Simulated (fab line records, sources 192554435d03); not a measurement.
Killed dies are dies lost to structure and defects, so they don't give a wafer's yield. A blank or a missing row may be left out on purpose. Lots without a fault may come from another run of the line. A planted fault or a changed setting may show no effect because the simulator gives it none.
Which tool did it? | flow n5_finfet | 13 lots, 39 wafers sampled, at 2 steps of a route of 1938

WHAT THE GAUGES READ, wafer by wafer
N5_PASSIVATION_OVL_MEAS_63. Usual: PAD_OVL -4 nm, standard deviation 5.8.
lot  | measured     | on         | PAD_OVL (nm) | flag
L929 | day 13 01:20 | overlay-01 | -1 -1 2      |
L928 | day 12 21:53 | overlay-02 | 4 1 2        |
L930 | day 18 04:44 | overlay-02 | 0 -8 -10     |
L931 | day 15 08:42 | overlay-01 | -4 0 -3      |
L933 | day 16 06:51 | overlay-02 | -7 -11 -13   |
L935 | day 16 16:22 | overlay-02 | -8 -3 -1     |
L938 | day 17 17:40 | overlay-02 | -6 -2 -5     |
L939 | day 17 17:49 | overlay-01 | 5 0 -2       |
L943 | day 18 04:16 | overlay-01 | -4 -6 -11    |
L942 | day 19 12:14 | overlay-01 | 2 -7 -5      |
L946 | day 20 00:24 | overlay-01 | -7 -5 -3     |
L948 | day 20 01:41 | overlay-01 | -6 -8 -5     |
L949 | day 20 01:01 | overlay-02 | -10 -10 -10  |

WHICH TOOL RAN EACH LOT (tool, then ch and the chambers of the sampled wafers, then the start)
lot  | N5_BEOL_M1_SPUTTER_92
L929 | pvd_sputter-01, day 7 03:17
L928 | pvd_sputter-02, day 7 03:22
L930 | pvd_sputter-02, day 7 05:22
L931 | pvd_sputter-03, day 7 10:35
L933 | pvd_sputter-03, day 8 02:55
L935 | pvd_sputter-02, day 8 22:47
L938 | pvd_sputter-03, day 9 19:49
L939 | pvd_sputter-03, day 10 03:00
L943 | pvd_sputter-02, day 10 18:41
L942 | pvd_sputter-02, day 10 20:32
L946 | pvd_sputter-03, day 11 00:35
L948 | pvd_sputter-03, day 11 08:34
L949 | pvd_sputter-03, day 11 17:51
- N5_BEOL_M1_SPUTTER_92: material Cu, target thk 4.5 nm, time 8.29 s.

WHAT THE TOOLS THEMSELVES READ (means of the sampled wafers that have a number; where no wafer has one, the mark that the record gives instead)
N5_BEOL_M1_SPUTTER_92. Usual: throttle_valve_pct 30.2 %, standard deviation 0.7.
lot  | tool           | throttle_valve_pct (%) | flag
L929 | pvd_sputter-01 | 30.5                   |
L928 | pvd_sputter-02 | 30.5                   |
L930 | pvd_sputter-02 | 30.3                   |
L931 | pvd_sputter-03 | 29.7                   |
L933 | pvd_sputter-03 | 30.1                   |
L935 | pvd_sputter-02 | 30.4                   |
L938 | pvd_sputter-03 | 30.2                   |
L939 | pvd_sputter-03 | 30.7                   |
L943 | pvd_sputter-02 | 30.0                   |
L942 | pvd_sputter-02 | 30.3                   |
L946 | pvd_sputter-03 | 30.3                   |
L948 | pvd_sputter-03 | 30.3                   |
L949 | pvd_sputter-03 | 30.0                   |

THE ANSWER, worked out from the rows above alone
Rule: a lot is off if the mean of its wafers that have a number lies more than 3 standard deviations from the usual mean. A lot without any number at a reading at which 4 lots or more have one is off too. The other lots that the step has rows for count as sound. The gauges are gone through in route order, then the tools' own readings, and for those a lot's mean is taken as printed above. The first step at which some lot is off is used, and at that step the reading that is off furthest; a lot without a number counts as furthest.
No lot is off at any reading shown: from this, nothing can be told.

WHAT THE SIMULATOR HAD PUT IN
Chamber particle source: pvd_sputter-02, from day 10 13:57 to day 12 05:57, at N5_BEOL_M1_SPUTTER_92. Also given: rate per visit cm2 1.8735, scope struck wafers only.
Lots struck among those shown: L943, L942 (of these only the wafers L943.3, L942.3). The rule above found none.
